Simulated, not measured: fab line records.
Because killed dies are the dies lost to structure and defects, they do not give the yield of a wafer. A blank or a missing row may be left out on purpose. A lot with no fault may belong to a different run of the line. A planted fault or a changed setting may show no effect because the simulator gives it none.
Matching of chambers    flow nandHarc    cmp-01 running NHARC_P_BONDPAD_CMP_32: 4 sister chambers
The step polishes SiCN, target thk 200 nm. 8 wafers are shown with their chamber, then 12 later ones without.

## WAFERS PAIRED WITH THEIR CHAMBERS
wafer   chamber  motorCurrentA (A)
L082.3  2        12.8
L085.6  1        12.4
L091.5  3        11.6
L093.4  1        12.2
L093.5  0        11.3
L094.3  2        12.7
L094.4  0        11.0
L094.6  3        12.5

## WAFERS WHOSE CHAMBER IS MISSING
wafer   motorCurrentA (A)
L095.1  11.3
L095.2  12.5
L095.4  12.2
L095.3  13.1
L095.5  11.3
L095.6  11.2
L096.1  10.8
L096.2  12.9
L096.5  12.5
L097.3  11.5
L097.4  12.6
L097.5  13.0

## WHICH CHAMBER EACH ONE RAN IN
wafer    from the rows above            in truth
L095.1   can't be placed: 0 or 3        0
L095.2   can't be placed: 1 or 2 or 3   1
L095.4   can't be placed: 1 or 3 or 2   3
L095.3   can't be placed: 2 or 1        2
L095.5   can't be placed: 0 or 3        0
L095.6   0                              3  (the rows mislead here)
L096.1   0                              0
L096.2   can't be placed: 2 or 1        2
L096.5   can't be placed: 1 or 2 or 3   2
L097.3   can't be placed: 0 or 3 or 1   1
L097.4   can't be placed: 2 or 1 or 3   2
L097.5   can't be placed: 2 or 1        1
1 of 12 placed correctly. Not placeable from these rows: 10 (in 10, the candidates include the true chamber). Wrongly placed: 1.
How it was worked out, from the rows above alone: a wafer's distance from a chamber is the root of the sum, over the readings, of the square of ((its reading less the chamber's mean) divided by the reading's scatter). If the next closest chamber is less than 2 further off than the closest, the wafer can't be placed; otherwise it belongs to the closest. The mean given for a chamber averages the wafers shown for that chamber. The scatter: take each reading less its chamber's mean, square it, sum over the shown wafers, divide by the number of wafers less the number of chambers, and take the root.
